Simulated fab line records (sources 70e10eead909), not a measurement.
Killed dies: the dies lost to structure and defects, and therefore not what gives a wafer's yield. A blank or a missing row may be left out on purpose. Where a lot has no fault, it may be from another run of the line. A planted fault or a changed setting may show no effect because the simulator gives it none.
fab line records :: flow nand_harc
record
  lots=6
  wafers=18
  last_day=33
route steps=1302 shown A_DECK1_JOINT@544 A_ONON_D2@545 END@1302
lots that met no fault: from a run of the same line without faults
start_h: start of the lot's first displayed wafer, in hours after the record's first day :: wait_h: hours since the lot's step before :: " identical to the entry in the row above :: L1.1+2: a single row standing in for several wafers :: - value missing, or start not given :: * or withheld: withheld :: < > ~ a bound
route shown NAME@n: names a module that has steps shown in the file, with the first one's number in the route :: usual: average and standard deviation across the fault-free wafers :: same: alike in all rows :: chamber/n: place in a boat :: sites: per-site readings :: _std_site: the standard deviation of these :: _edge_site: inner sites' mean taken away from outer sites' mean :: radius_mm: how far each site lies from the wafer's centre :: mask NAME#n: copy n :: behind: the most recent tool/chamber to have shaped the wafer :: hold: cause of the lot's hold/its duration in hours/its outcome :: device: names the non-switching transistor (n, p or np) :: end of line: the tests these same wafers got at the end of their route :: where a step has no rows: the recipe by itself :: killed: at the first sort, the dies lost to defects and structure; wafer yield is something else :: map: a wafer's dies, marking killed ones x, the rest . and places with no die _
set.NAME: setting as actually run; set.NAME@STEP: the setting as run at that earlier step :: model.NAME: the simulator's own value behind a step, which no gauge read
lots at some steps of the route; a table a step, a row a wafer
services: when a tool's chamber went out of use (start_h, in hours from the record's first day, below 0 if earlier), for how many hours, and the reason
## steps
# step NHARC_A_DECK1_JOINT_INSPECT_05
# usual
  raw_defect_count=281/97
lot.wafer: L798.2
tool: defect_inspect-02
chamber: -
start_h: 299.95
wait_h: 0.0
raw_defect_count: 208

lot.wafer: L798.4
tool: defect_inspect-02
chamber: -
start_h: 299.95
wait_h: 0.0
raw_defect_count: 170

lot.wafer: L798.6
tool: defect_inspect-02
chamber: -
start_h: 299.95
wait_h: 0.0
raw_defect_count: 101

lot.wafer: L808.2
tool: defect_inspect-02
chamber: -
start_h: 397.23
wait_h: 0.0
raw_defect_count: 198

lot.wafer: L808.3
tool: defect_inspect-02
chamber: -
start_h: 397.23
wait_h: 0.0
raw_defect_count: 192

lot.wafer: L808.5
tool: defect_inspect-02
chamber: -
start_h: 397.23
wait_h: 0.0
raw_defect_count: 218

lot.wafer: L809.1
tool: defect_inspect-01
chamber: -
start_h: 427.40
wait_h: 0.0
raw_defect_count: 242

lot.wafer: L809.4
tool: defect_inspect-01
chamber: -
start_h: 427.40
wait_h: 0.0
raw_defect_count: 273

lot.wafer: L809.6
tool: defect_inspect-01
chamber: -
start_h: 427.40
wait_h: 0.0
raw_defect_count: 395

lot.wafer: L810.1
tool: defect_inspect-01
chamber: -
start_h: 432.93
wait_h: 0.0
raw_defect_count: 279

lot.wafer: L810.4
tool: defect_inspect-01
chamber: -
start_h: 432.93
wait_h: 0.0
raw_defect_count: 333

lot.wafer: L810.6
tool: defect_inspect-01
chamber: -
start_h: 432.93
wait_h: 0.0
raw_defect_count: 319

lot.wafer: L813.2
tool: defect_inspect-02
chamber: -
start_h: 445.76
wait_h: 0.0
raw_defect_count: 449

lot.wafer: L813.3
tool: defect_inspect-02
chamber: -
start_h: 445.76
wait_h: 0.0
raw_defect_count: 369

lot.wafer: L813.4
tool: defect_inspect-02
chamber: -
start_h: 445.76
wait_h: 0.0
raw_defect_count: 333

lot.wafer: L818.3
tool: defect_inspect-02
chamber: -
start_h: 506.88
wait_h: 0.0
raw_defect_count: 363

lot.wafer: L818.4
tool: defect_inspect-02
chamber: -
start_h: 506.88
wait_h: 0.0
raw_defect_count: 275

lot.wafer: L818.5
tool: defect_inspect-02
chamber: -
start_h: 506.88
wait_h: 0.0
raw_defect_count: 219
# step NHARC_A_ONON_D2_DEP_00
# recipe
  target_thk_a=10000
  n2_flow_sccm=2750
  n2o_flow_sccm=2000
  nh3_flow_sccm=500
  sih4_flow_sccm=210
  temp_c=400
# step NHARC_A_ONON_D2_THK_MEAS_02
# recipe
  thk_meas_gauge=ellipsometry
# usual
  thk_nm=1000/7.5
lot.wafer: L798.2
tool: film_metro-02
chamber: -
start_h: 300.52
wait_h: -
thk_nm: 995

lot.wafer: L798.4
tool: film_metro-02
chamber: -
start_h: 300.52
wait_h: -
thk_nm: 995

lot.wafer: L798.6
tool: film_metro-02
chamber: -
start_h: 300.52
wait_h: -
thk_nm: 996

lot.wafer: L808.2
tool: film_metro-01
chamber: -
start_h: 397.81
wait_h: -
thk_nm: 1007

lot.wafer: L808.3
tool: film_metro-01
chamber: -
start_h: 397.81
wait_h: -
thk_nm: 1005

lot.wafer: L808.5
tool: film_metro-01
chamber: -
start_h: 397.81
wait_h: -
thk_nm: 1008

lot.wafer: L809.1
tool: film_metro-02
chamber: -
start_h: 427.98
wait_h: -
thk_nm: 1010

lot.wafer: L809.4
tool: film_metro-02
chamber: -
start_h: 427.98
wait_h: -
thk_nm: 1011

lot.wafer: L809.6
tool: film_metro-02
chamber: -
start_h: 427.98
wait_h: -
thk_nm: 1009

lot.wafer: L810.1
tool: film_metro-02
chamber: -
start_h: 433.51
wait_h: -
thk_nm: 1001

lot.wafer: L810.4
tool: film_metro-02
chamber: -
start_h: 433.51
wait_h: -
thk_nm: 999

lot.wafer: L810.6
tool: film_metro-02
chamber: -
start_h: 433.51
wait_h: -
thk_nm: 1001

lot.wafer: L813.2
tool: film_metro-01
chamber: -
start_h: 446.33
wait_h: -
thk_nm: 1003

lot.wafer: L813.3
tool: film_metro-01
chamber: -
start_h: 446.33
wait_h: -
thk_nm: 1004

lot.wafer: L813.4
tool: film_metro-01
chamber: -
start_h: 446.33
wait_h: -
thk_nm: 1002

lot.wafer: L818.3
tool: film_metro-01
chamber: -
start_h: 507.46
wait_h: -
thk_nm: 1000

lot.wafer: L818.4
tool: film_metro-01
chamber: -
start_h: 507.46
wait_h: -
thk_nm: 1002

lot.wafer: L818.5
tool: film_metro-01
chamber: -
start_h: 507.46
wait_h: -
thk_nm: 999
# step NHARC_A_ONON_D2_DEP_03
# recipe
  target_thk_a=10000
  n2_flow_sccm=2750
  n2o_flow_sccm=2000
  nh3_flow_sccm=500
  sih4_flow_sccm=210
  temp_c=400
# step NHARC_A_ONON_D2_THK_MEAS_05
# recipe
  thk_meas_gauge=ellipsometry
# usual
  thk_nm=999/9.4
lot.wafer: L798.2
tool: film_metro-01
chamber: -
start_h: 301.09
wait_h: -
thk_nm: 1003

lot.wafer: L798.4
tool: film_metro-01
chamber: -
start_h: 301.09
wait_h: -
thk_nm: 1004

lot.wafer: L798.6
tool: film_metro-01
chamber: -
start_h: 301.09
wait_h: -
thk_nm: 1005

lot.wafer: L808.2
tool: film_metro-01
chamber: -
start_h: 398.37
wait_h: -
thk_nm: 983

lot.wafer: L808.3
tool: film_metro-01
chamber: -
start_h: 398.37
wait_h: -
thk_nm: 982

lot.wafer: L808.5
tool: film_metro-01
chamber: -
start_h: 398.37
wait_h: -
thk_nm: 982

lot.wafer: L809.1
tool: film_metro-02
chamber: -
start_h: 428.55
wait_h: -
thk_nm: 1000

lot.wafer: L809.4
tool: film_metro-02
chamber: -
start_h: 428.55
wait_h: -
thk_nm: 1000

lot.wafer: L809.6
tool: film_metro-02
chamber: -
start_h: 428.55
wait_h: -
thk_nm: 999

lot.wafer: L810.1
tool: film_metro-01
chamber: -
start_h: 434.07
wait_h: -
thk_nm: 990

lot.wafer: L810.4
tool: film_metro-01
chamber: -
start_h: 434.07
wait_h: -
thk_nm: 988

lot.wafer: L810.6
tool: film_metro-01
chamber: -
start_h: 434.07
wait_h: -
thk_nm: 989

lot.wafer: L813.2
tool: film_metro-02
chamber: -
start_h: 446.90
wait_h: -
thk_nm: 1010

lot.wafer: L813.3
tool: film_metro-02
chamber: -
start_h: 446.90
wait_h: -
thk_nm: 1008

lot.wafer: L813.4
tool: film_metro-02
chamber: -
start_h: 446.90
wait_h: -
thk_nm: 1010

lot.wafer: L818.3
tool: film_metro-01
chamber: -
start_h: 508.02
wait_h: -
thk_nm: 996

lot.wafer: L818.4
tool: film_metro-01
chamber: -
start_h: 508.02
wait_h: -
thk_nm: 995

lot.wafer: L818.5
tool: film_metro-01
chamber: -
start_h: 508.02
wait_h: -
thk_nm: 996
# step NHARC_A_ONON_D2_DEP_06
# recipe
  target_thk_a=10000
  n2_flow_sccm=2750
  n2o_flow_sccm=2000
  nh3_flow_sccm=500
  sih4_flow_sccm=210
  temp_c=400
# step NHARC_A_ONON_D2_THK_MEAS_08
# recipe
  thk_meas_gauge=ellipsometry
# usual
  thk_nm=1005/9.3
lot.wafer: L798.2
tool: film_metro-02
chamber: -
start_h: 301.66
wait_h: -
thk_nm: 1004

lot.wafer: L798.4
tool: film_metro-02
chamber: -
start_h: 301.66
wait_h: -
thk_nm: 1007

lot.wafer: L798.6
tool: film_metro-02
chamber: -
start_h: 301.66
wait_h: -
thk_nm: 1004

lot.wafer: L808.2
tool: film_metro-02
chamber: -
start_h: 399.22
wait_h: -
thk_nm: 994

lot.wafer: L808.3
tool: film_metro-02
chamber: -
start_h: 399.22
wait_h: -
thk_nm: 994

lot.wafer: L808.5
tool: film_metro-02
chamber: -
start_h: 399.22
wait_h: -
thk_nm: 992

lot.wafer: L809.1
tool: film_metro-01
chamber: -
start_h: 429.11
wait_h: -
thk_nm: 1001

lot.wafer: L809.4
tool: film_metro-01
chamber: -
start_h: 429.11
wait_h: -
thk_nm: 998

lot.wafer: L809.6
tool: film_metro-01
chamber: -
start_h: 429.11
wait_h: -
thk_nm: 997

lot.wafer: L810.1
tool: film_metro-01
chamber: -
start_h: 434.65
wait_h: -
thk_nm: 991

lot.wafer: L810.4
tool: film_metro-01
chamber: -
start_h: 434.65
wait_h: -
thk_nm: 990

lot.wafer: L810.6
tool: film_metro-01
chamber: -
start_h: 434.65
wait_h: -
thk_nm: 991

lot.wafer: L813.2
tool: film_metro-02
chamber: -
start_h: 447.46
wait_h: -
thk_nm: 1012

lot.wafer: L813.3
tool: film_metro-02
chamber: -
start_h: 447.46
wait_h: -
thk_nm: 1012

lot.wafer: L813.4
tool: film_metro-02
chamber: -
start_h: 447.46
wait_h: -
thk_nm: 1012

lot.wafer: L818.3
tool: film_metro-01
chamber: -
start_h: 508.59
wait_h: -
thk_nm: 1007

lot.wafer: L818.4
tool: film_metro-01
chamber: -
start_h: 508.59
wait_h: -
thk_nm: 1008

lot.wafer: L818.5
tool: film_metro-01
chamber: -
start_h: 508.59
wait_h: -
thk_nm: 1008
# step NHARC_A_ONON_D2_DEP_09
# recipe
  target_thk_a=10000
  n2_flow_sccm=2750
  n2o_flow_sccm=2000
  nh3_flow_sccm=500
  sih4_flow_sccm=210
  temp_c=400
# step NHARC_A_ONON_D2_THK_MEAS_11
# recipe
  thk_meas_gauge=ellipsometry
# usual
  thk_nm=999/8
lot.wafer: L798.2
tool: film_metro-02
chamber: -
start_h: 302.22
wait_h: -
thk_nm: 998

lot.wafer: L798.4
tool: film_metro-02
chamber: -
start_h: 302.22
wait_h: -
thk_nm: 995

lot.wafer: L798.6
tool: film_metro-02
chamber: -
start_h: 302.22
wait_h: -
thk_nm: 996

lot.wafer: L808.2
tool: film_metro-01
chamber: -
start_h: 399.79
wait_h: -
thk_nm: 992

lot.wafer: L808.3
tool: film_metro-01
chamber: -
start_h: 399.79
wait_h: -
thk_nm: 994

lot.wafer: L808.5
tool: film_metro-01
chamber: -
start_h: 399.79
wait_h: -
thk_nm: 992

lot.wafer: L809.1
tool: film_metro-01
chamber: -
start_h: 429.67
wait_h: -
thk_nm: 984

lot.wafer: L809.4
tool: film_metro-01
chamber: -
start_h: 429.67
wait_h: -
thk_nm: 984

lot.wafer: L809.6
tool: film_metro-01
chamber: -
start_h: 429.67
wait_h: -
thk_nm: 984

lot.wafer: L810.1
tool: film_metro-02
chamber: -
start_h: 435.21
wait_h: -
thk_nm: 1005

lot.wafer: L810.4
tool: film_metro-02
chamber: -
start_h: 435.21
wait_h: -
thk_nm: 1005

lot.wafer: L810.6
tool: film_metro-02
chamber: -
start_h: 435.21
wait_h: -
thk_nm: 1003

lot.wafer: L813.2
tool: film_metro-01
chamber: -
start_h: 448.02
wait_h: -
thk_nm: 988

lot.wafer: L813.3
tool: film_metro-01
chamber: -
start_h: 448.02
wait_h: -
thk_nm: 987

lot.wafer: L813.4
tool: film_metro-01
chamber: -
start_h: 448.02
wait_h: -
thk_nm: 986

lot.wafer: L818.3
tool: film_metro-02
chamber: -
start_h: 509.15
wait_h: -
thk_nm: 1014

lot.wafer: L818.4
tool: film_metro-02
chamber: -
start_h: 509.15
wait_h: -
thk_nm: 1012

lot.wafer: L818.5
tool: film_metro-02
chamber: -
start_h: 509.15
wait_h: -
thk_nm: 1013
# step NHARC_A_ONON_D2_DEP_12
# recipe
  target_thk_a=10000
  n2_flow_sccm=2750
  n2o_flow_sccm=2000
  nh3_flow_sccm=500
  sih4_flow_sccm=210
  temp_c=400
# step NHARC_A_ONON_D2_THK_MEAS_14
# recipe
  thk_meas_gauge=ellipsometry
# usual
  thk_nm=996/11
lot.wafer: L798.2
tool: film_metro-01
chamber: -
start_h: 302.79
wait_h: -
thk_nm: 994

lot.wafer: L798.4
tool: film_metro-01
chamber: -
start_h: 302.79
wait_h: -
thk_nm: 995

lot.wafer: L798.6
tool: film_metro-01
chamber: -
start_h: 302.79
wait_h: -
thk_nm: 993

lot.wafer: L808.2
tool: film_metro-02
chamber: -
start_h: 400.36
wait_h: -
thk_nm: 988

lot.wafer: L808.3
tool: film_metro-02
chamber: -
start_h: 400.36
wait_h: -
thk_nm: 986

lot.wafer: L808.5
tool: film_metro-02
chamber: -
start_h: 400.36
wait_h: -
thk_nm: 988

lot.wafer: L809.1
tool: film_metro-01
chamber: -
start_h: 430.24
wait_h: -
thk_nm: 998

lot.wafer: L809.4
tool: film_metro-01
chamber: -
start_h: 430.24
wait_h: -
thk_nm: 998

lot.wafer: L809.6
tool: film_metro-01
chamber: -
start_h: 430.24
wait_h: -
thk_nm: 998

lot.wafer: L810.1
tool: film_metro-02
chamber: -
start_h: 435.77
wait_h: -
thk_nm: 995

lot.wafer: L810.4
tool: film_metro-02
chamber: -
start_h: 435.77
wait_h: -
thk_nm: 995

lot.wafer: L810.6
tool: film_metro-02
chamber: -
start_h: 435.77
wait_h: -
thk_nm: 995

lot.wafer: L813.2
tool: film_metro-01
chamber: -
start_h: 448.59
wait_h: -
thk_nm: 983

lot.wafer: L813.3
tool: film_metro-01
chamber: -
start_h: 448.59
wait_h: -
thk_nm: 983

lot.wafer: L813.4
tool: film_metro-01
chamber: -
start_h: 448.59
wait_h: -
thk_nm: 983

lot.wafer: L818.3
tool: film_metro-02
chamber: -
start_h: 509.72
wait_h: -
thk_nm: 1006

lot.wafer: L818.4
tool: film_metro-02
chamber: -
start_h: 509.72
wait_h: -
thk_nm: 1006

lot.wafer: L818.5
tool: film_metro-02
chamber: -
start_h: 509.72
wait_h: -
thk_nm: 1007
# step NHARC_A_ONON_D2_ANNEAL_15
# recipe
  temp_c=750
  time_s=3600
# step NHARC_A_ONON_D2_DEP_16
# recipe
  target_thk_a=10000
  n2_flow_sccm=2750
  n2o_flow_sccm=2000
  nh3_flow_sccm=500
  sih4_flow_sccm=210
  temp_c=400
lot.wafer: L798.2+4+6
tool: pecvd_onon-01
chamber: 0
start_h: 310.44
wait_h: 0.4

lot.wafer: L808.2+3+5
tool: pecvd_onon-01
chamber: 0
start_h: 407.89
wait_h: 0.4

lot.wafer: L809.1+4+6
tool: pecvd_onon-01
chamber: 0
start_h: 437.40
wait_h: 0.4

lot.wafer: L810.1+4+6
tool: pecvd_onon-01
chamber: 0
start_h: 442.91
wait_h: 0.4

lot.wafer: L813.2+3+4
tool: pecvd_onon-04
chamber: 0
start_h: 455.89
wait_h: 0.8

lot.wafer: L818.3+4+5
tool: pecvd_onon-01
chamber: 0
start_h: 516.71
wait_h: 0.5
# step NHARC_A_ONON_D2_THK_MEAS_18
# recipe
  thk_meas_gauge=ellipsometry
# usual
  thk_nm=1000/11
lot.wafer: L798.2
tool: film_metro-01
chamber: -
start_h: 310.90
wait_h: -
thk_nm: 979

lot.wafer: L798.4
tool: film_metro-01
chamber: -
start_h: 310.90
wait_h: -
thk_nm: 980

lot.wafer: L798.6
tool: film_metro-01
chamber: -
start_h: 310.90
wait_h: -
thk_nm: 980

lot.wafer: L808.2
tool: film_metro-01
chamber: -
start_h: 408.35
wait_h: -
thk_nm: 1009

lot.wafer: L808.3
tool: film_metro-01
chamber: -
start_h: 408.35
wait_h: -
thk_nm: 1010

lot.wafer: L808.5
tool: film_metro-01
chamber: -
start_h: 408.35
wait_h: -
thk_nm: 1011

lot.wafer: L809.1
tool: film_metro-01
chamber: -
start_h: 437.92
wait_h: -
thk_nm: 1006

lot.wafer: L809.4
tool: film_metro-01
chamber: -
start_h: 437.92
wait_h: -
thk_nm: 1008

lot.wafer: L809.6
tool: film_metro-01
chamber: -
start_h: 437.92
wait_h: -
thk_nm: 443

lot.wafer: L810.1
tool: film_metro-01
chamber: -
start_h: 443.42
wait_h: -
thk_nm: 988

lot.wafer: L810.4
tool: film_metro-01
chamber: -
start_h: 443.42
wait_h: -
thk_nm: 989

lot.wafer: L810.6
tool: film_metro-01
chamber: -
start_h: 443.42
wait_h: -
thk_nm: 427

lot.wafer: L813.2
tool: film_metro-01
chamber: -
start_h: 456.34
wait_h: -
thk_nm: 982

lot.wafer: L813.3
tool: film_metro-01
chamber: -
start_h: 456.34
wait_h: -
thk_nm: 980

lot.wafer: L813.4
tool: film_metro-01
chamber: -
start_h: 456.34
wait_h: -
thk_nm: 982

lot.wafer: L818.3
tool: film_metro-02
chamber: -
start_h: 517.10
wait_h: -
thk_nm: 1009

lot.wafer: L818.4
tool: film_metro-02
chamber: -
start_h: 517.10
wait_h: -
thk_nm: 1008

lot.wafer: L818.5
tool: film_metro-02
chamber: -
start_h: 517.10
wait_h: -
thk_nm: 1011
# step NHARC_A_ONON_D2_DEP_19
# recipe
  target_thk_a=10000
  n2_flow_sccm=2750
  n2o_flow_sccm=2000
  nh3_flow_sccm=500
  sih4_flow_sccm=210
  temp_c=400
# step NHARC_END_SORT_01
# recipe
  temp_c=25
# usual
  killed_at_array=59/16
  killed_at_other=0.8/1.1
  killed_at_periphery=3.6/2.4
  killed_dies=64/16
  killed_open=3.4/1.8
  killed_short=2.5/1.6
# same
  gross_dies=677
lot.wafer: L798.2
tool: prober-02
chamber: 0
start_h: 589.32
wait_h: 2.8
killed_at_array: 74
killed_at_other: 0
killed_at_periphery: 2
killed_dies: 76
killed_open: 4
killed_short: 3

lot.wafer: L798.4
tool: prober-02
chamber: 0
start_h: 590.92
wait_h: 3.4
killed_at_array: 81
killed_at_other: 0
killed_at_periphery: 1
killed_dies: 82
killed_open: 4
killed_short: 4

lot.wafer: L798.6
tool: prober-02
chamber: 0
start_h: 592.51
wait_h: 4.0
killed_at_array: 68
killed_at_other: 0
killed_at_periphery: 2
killed_dies: 70
killed_open: 2
killed_short: 3

lot.wafer: L808.2
tool: prober-02
chamber: 0
start_h: 683.13
wait_h: 2.8
killed_at_array: 49
killed_at_other: 1
killed_at_periphery: 5
killed_dies: 55
killed_open: 3
killed_short: 4

lot.wafer: L808.3
tool: prober-02
chamber: 0
start_h: 683.92
wait_h: 3.1
killed_at_array: 50
killed_at_other: 2
killed_at_periphery: 5
killed_dies: 57
killed_open: 0
killed_short: 4

lot.wafer: L808.5
tool: prober-02
chamber: 0
start_h: 685.49
wait_h: 3.7
killed_at_array: 40
killed_at_other: 0
killed_at_periphery: 5
killed_dies: 45
killed_open: 1
killed_short: 2

lot.wafer: L809.1
tool: prober-01
chamber: 0
start_h: 708.60
wait_h: 2.5
killed_at_array: 38
killed_at_other: 0
killed_at_periphery: 6
killed_dies: 44
killed_open: 0
killed_short: 0

lot.wafer: L809.4
tool: prober-01
chamber: 0
start_h: 711.02
wait_h: 3.4
killed_at_array: 44
killed_at_other: 0
killed_at_periphery: 8
killed_dies: 52
killed_open: 1
killed_short: 1

lot.wafer: L809.6
tool: prober-01
chamber: 0
start_h: 712.64
wait_h: 4.0
killed_at_array: 667
killed_at_other: 0
killed_at_periphery: 10
killed_dies: 677
killed_open: 2
killed_short: 4

lot.wafer: L810.6
tool: prober-01
chamber: 0
start_h: 745.64
wait_h: 4.0
killed_at_array: 671
killed_at_other: 3
killed_at_periphery: 3
killed_dies: 677
killed_open: 3
killed_short: 4
# killed by level:class
L798.2 A_CHANNEL_HOLE_D2:chamber_film_flake=30 A_SLIT:chamber_film_flake=21 A_STAIRCASE:chamber_film_flake=9 A_M0:chamber_film_flake=4 A_CHANNEL_FILL_D1:geometric_particle:short=2 A_CONTACT:chamber_film_flake=2 A_ONON_D1:geometric_particle:open=1 A_DECK1_JOINT:geometric_particle:open=1
L798.4 A_SLIT:chamber_film_flake=30 A_CHANNEL_HOLE_D2:chamber_film_flake=28 A_STAIRCASE:chamber_film_flake=7 A_M0:chamber_film_flake=4 A_CHANNEL_HOLE_D1:chamber_film_flake=2 A_CONTACT:chamber_film_flake=2 P_GATE:geometric_particle:open=1 A_ONON_D1:geometric_particle:short=1
L798.6 A_CHANNEL_HOLE_D2:chamber_film_flake=31 A_SLIT:chamber_film_flake=16 A_STAIRCASE:chamber_film_flake=10 A_CONTACT:chamber_film_flake=4 A_CHANNEL_HOLE_D1:chamber_film_flake=2 P_M1:geometric_particle:open=1 A_CHANNEL_FILL_D1:geometric_particle:short=1 A_ONON_D2:geometric_particle:short=1
L808.2 A_SLIT:chamber_film_flake=31 A_CHANNEL_HOLE_D1:chamber_film_flake=7 A_WL_FILL:geometric_particle:short=3 P_STI:chamber_film_flake=3 A_CONTACT:chamber_film_flake=3 P_M0:geometric_particle:open=1 A_ONON_D1:geometric_particle:open=1 A_CHANNEL_FILL_D1:geometric_particle:short=1
L808.3 A_SLIT:chamber_film_flake=30 A_CHANNEL_HOLE_D1:chamber_film_flake=9 A_CONTACT:chamber_film_flake=6 P_STI:chamber_film_flake=4 A_WL_FILL:geometric_particle:short=2 A_ONON_D1:geometric_particle:short=1 A_ONON_D2:geometric_particle:short=1 P_M1:chamber_film_flake=1
L808.5 A_SLIT:chamber_film_flake=27 A_CHANNEL_HOLE_D1:chamber_film_flake=8 P_STI:chamber_film_flake=4 A_WL_FILL:geometric_particle:short=2 P_M0:geometric_particle:open=1 A_CHANNEL_FILL_D1:chamber_film_flake=1 A_DECK1_JOINT:chamber_film_flake=1 A_STAIRCASE:chamber_film_flake=1
L809.1 A_CHANNEL_HOLE_D2:chamber_film_flake=22 A_CHANNEL_HOLE_D1:chamber_film_flake=10 P_CONTACT:chamber_film_flake=5 A_CHANNEL_FILL_D2:chamber_film_flake=2 A_BONDPAD:chamber_film_flake=2 P_ZERO_WELL:chamber_film_flake=1 A_STAIRCASE:chamber_film_flake=1 A_SLIT:chamber_film_flake=1
L809.4 A_CHANNEL_HOLE_D1:chamber_film_flake=14 A_CHANNEL_HOLE_D2:chamber_film_flake=14 A_CHANNEL_FILL_D2:chamber_film_flake=5 P_STI:chamber_film_flake=4 A_STAIRCASE:chamber_film_flake=4 P_CONTACT:chamber_film_flake=3 A_WL_FILL:chamber_film_flake=2 A_CHANNEL_FILL_D1:geometric_particle:open=1
L809.6 A_ONON_D2:area_dep=616 A_CHANNEL_HOLE_D2:chamber_film_flake=23 P_CONTACT:chamber_film_flake=7 A_CHANNEL_HOLE_D1:chamber_film_flake=7 A_SLIT:chamber_film_flake=7 A_CHANNEL_FILL_D2:chamber_film_flake=4 A_CHANNEL_HOLE_D2:geometric_particle:short=2 P_STI:chamber_film_flake=2
L810.6 A_ONON_D2:area_dep=625 A_CHANNEL_HOLE_D1:chamber_film_flake=30 A_STAIRCASE:chamber_film_flake=4 P_CONTACT:geometric_particle:short=3 A_SLIT:chamber_film_flake=3 THIN_TSV:chamber_film_flake=3 A_SGD_CUT:chamber_film_flake=2 A_CHANNEL_FILL_D1:geometric_particle:open=1
# map L809.6 (x killed, . not)
____________x____________
_________xxxxxxx_________
_______xxxxxxxxxxx_______
______xxxxxxxxxxxxx______
_____xxxxxxxxxxxxxxx_____
____xxxxxxxxxxxxxxxxx____
____xxxxxxxxxxxxxxxxx____
___xxxxxxxxxxxxxxxxxxx___
___xxxxxxxxxxxxxxxxxxx___
__xxxxxxxxxxxxxxxxxxxxx__
__xxxxxxxxxxxxxxxxxxxxx__
_xxxxxxxxxxxxxxxxxxxxxxx_
_xxxxxxxxxxxxxxxxxxxxxxx_
_xxxxxxxxxxxxxxxxxxxxxxx_
_xxxxxxxxxxxxxxxxxxxxxxx_
_xxxxxxxxxxxxxxxxxxxxxxx_
xxxxxxxxxxxxxxxxxxxxxxxxx
xxxxxxxxxxxxxxxxxxxxxxxxx
xxxxxxxxxxxxxxxxxxxxxxxxx
xxxxxxxxxxxxxxxxxxxxxxxxx
xxxxxxxxxxxxxxxxxxxxxxxxx
_xxxxxxxxxxxxxxxxxxxxxxx_
_xxxxxxxxxxxxxxxxxxxxxxx_
_xxxxxxxxxxxxxxxxxxxxxxx_
_xxxxxxxxxxxxxxxxxxxxxxx_
_xxxxxxxxxxxxxxxxxxxxxxx_
__xxxxxxxxxxxxxxxxxxxxx__
__xxxxxxxxxxxxxxxxxxxxx__
___xxxxxxxxxxxxxxxxxxx___
___xxxxxxxxxxxxxxxxxxx___
____xxxxxxxxxxxxxxxxx____
____xxxxxxxxxxxxxxxxx____
_____xxxxxxxxxxxxxxx_____
______xxxxxxxxxxxxx______
_______xxxxxxxxxxx_______
_________xxxxxxx_________
____________x____________
# map L810.6 (x killed, . not)
____________x____________
_________xxxxxxx_________
_______xxxxxxxxxxx_______
______xxxxxxxxxxxxx______
_____xxxxxxxxxxxxxxx_____
____xxxxxxxxxxxxxxxxx____
____xxxxxxxxxxxxxxxxx____
___xxxxxxxxxxxxxxxxxxx___
___xxxxxxxxxxxxxxxxxxx___
__xxxxxxxxxxxxxxxxxxxxx__
__xxxxxxxxxxxxxxxxxxxxx__
_xxxxxxxxxxxxxxxxxxxxxxx_
_xxxxxxxxxxxxxxxxxxxxxxx_
_xxxxxxxxxxxxxxxxxxxxxxx_
_xxxxxxxxxxxxxxxxxxxxxxx_
_xxxxxxxxxxxxxxxxxxxxxxx_
xxxxxxxxxxxxxxxxxxxxxxxxx
xxxxxxxxxxxxxxxxxxxxxxxxx
xxxxxxxxxxxxxxxxxxxxxxxxx
xxxxxxxxxxxxxxxxxxxxxxxxx
xxxxxxxxxxxxxxxxxxxxxxxxx
_xxxxxxxxxxxxxxxxxxxxxxx_
_xxxxxxxxxxxxxxxxxxxxxxx_
_xxxxxxxxxxxxxxxxxxxxxxx_
_xxxxxxxxxxxxxxxxxxxxxxx_
_xxxxxxxxxxxxxxxxxxxxxxx_
__xxxxxxxxxxxxxxxxxxxxx__
__xxxxxxxxxxxxxxxxxxxxx__
___xxxxxxxxxxxxxxxxxxx___
___xxxxxxxxxxxxxxxxxxx___
____xxxxxxxxxxxxxxxxx____
____xxxxxxxxxxxxxxxxx____
_____xxxxxxxxxxxxxxx_____
______xxxxxxxxxxxxx______
_______xxxxxxxxxxx_______
_________xxxxxxx_________
____________x____________
## services
tool: pecvd_onon-04
chamber: -
start_h: 311.31
hours: 13.0
kind: pm

tool: pecvd_onon-01
chamber: -
start_h: 450.76
hours: 13.0
kind: pm

tool: pecvd_onon-04
chamber: -
start_h: 492.41
hours: 13.0
kind: pm
## key
first_sign
  step=NHARC_A_ONON_D2_THK_MEAS_18
  reading=thk_nm
  direction=down
  sigmas=50
  usual=1000
  struck=435
effect
  step=NHARC_END_SORT_01
  reading=killed_dies
  direction=up
  sigmas=39
  usual=64
  struck=677
more_kills_born_at
  NHARC_A_ONON_D2_DEP_16@pecvd_onon-01=1241
met_at NHARC_A_ONON_D2_DEP_16
struck_wafers L809.6,L810.6
later_rows_left_out L809.6,L810.6
tester_left_out L809,L810
onset_between 407.89 437.40
fault
  kind=process_parameter_drift
  tool=pecvd_onon-01
  chamber=-
  onset_h=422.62
  steps=NHARC_A_ONON_D2_DEP_16
  channel=target_thk_a
  offset=*
  shape=step
  end_h=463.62
  scope=struck_wafers_only
  acts_in=*
  stated=*
# tester_left_out: of these lots the tester's yield and bins aren't shown, on N5 and GAA mostly nor the transistor test; their killed dies are dies lost to structure and defects alone, not to doping, threshold or leakage, so they don't give the yield
# later_rows_left_out: the simulator's readings of these wafers behind a module that went badly wrong aren't trusted and aren't shown, but for the sort
